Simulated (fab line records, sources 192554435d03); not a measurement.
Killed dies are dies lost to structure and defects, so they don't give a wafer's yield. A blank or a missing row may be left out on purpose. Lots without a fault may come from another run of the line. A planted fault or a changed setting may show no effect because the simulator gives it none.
Chamber matching | flow n5_finfet | N5_DUMMY_GATE_ETCH_32 on rie_si-05: 4 sister chambers
The step etches SiO2 in CF4, target depth 3.5 nm, time 3.9 s. 4 wafers are shown with their chamber, then 11 later ones without.

WAFERS WITH THEIR CHAMBER
wafer  | chamber | throttle_valve_pct (%)
L087.1 | 3       | 22.06
L089.4 | 2       | 21.76
L089.5 | 0       | 21.58
L092.1 | 1       | 22.05

WAFERS WITHOUT THEIR CHAMBER
wafer  | throttle_valve_pct (%)
L092.2 | 21.59
L092.6 | 21.59
L094.1 | 21.60
L094.5 | 21.58
L094.6 | 22.06
L095.1 | 22.06
L095.2 | 22.06
L095.4 | 21.77
L097.1 | 22.04
L097.3 | 21.58
L097.5 | 22.06

WHICH CHAMBER EACH WENT THROUGH
wafer  | from the rows above     | in truth
L092.2 | 0                       | 0
L092.6 | 0                       | 0
L094.1 | 0                       | 0
L094.5 | 0                       | 0
L094.6 | can't be placed: 3 or 1 | 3
L095.1 | can't be placed: 3 or 1 | 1
L095.2 | can't be placed: 3 or 1 | 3
L095.4 | 2                       | 2
L097.1 | can't be placed: 1 or 3 | 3
L097.3 | 0                       | 0
L097.5 | can't be placed: 3 or 1 | 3
Placed correctly: 6 of 11. Can't be placed from these rows: 5 (the true chamber is among the candidates in 5). Placed wrongly: 0.
How it was worked out, from the rows above alone: a wafer's distance from a chamber is the root of the sum, over the readings, of the square of ((its reading less the chamber's mean) divided by the reading's scatter). The wafer belongs to the nearest chamber; if the next one is less than 2 further off, it can't be placed. A chamber's mean is the mean of its shown wafers. The scatter: with one shown wafer a chamber, the root of the mean of the squares of how far each hidden wafer lies from its nearest shown one.
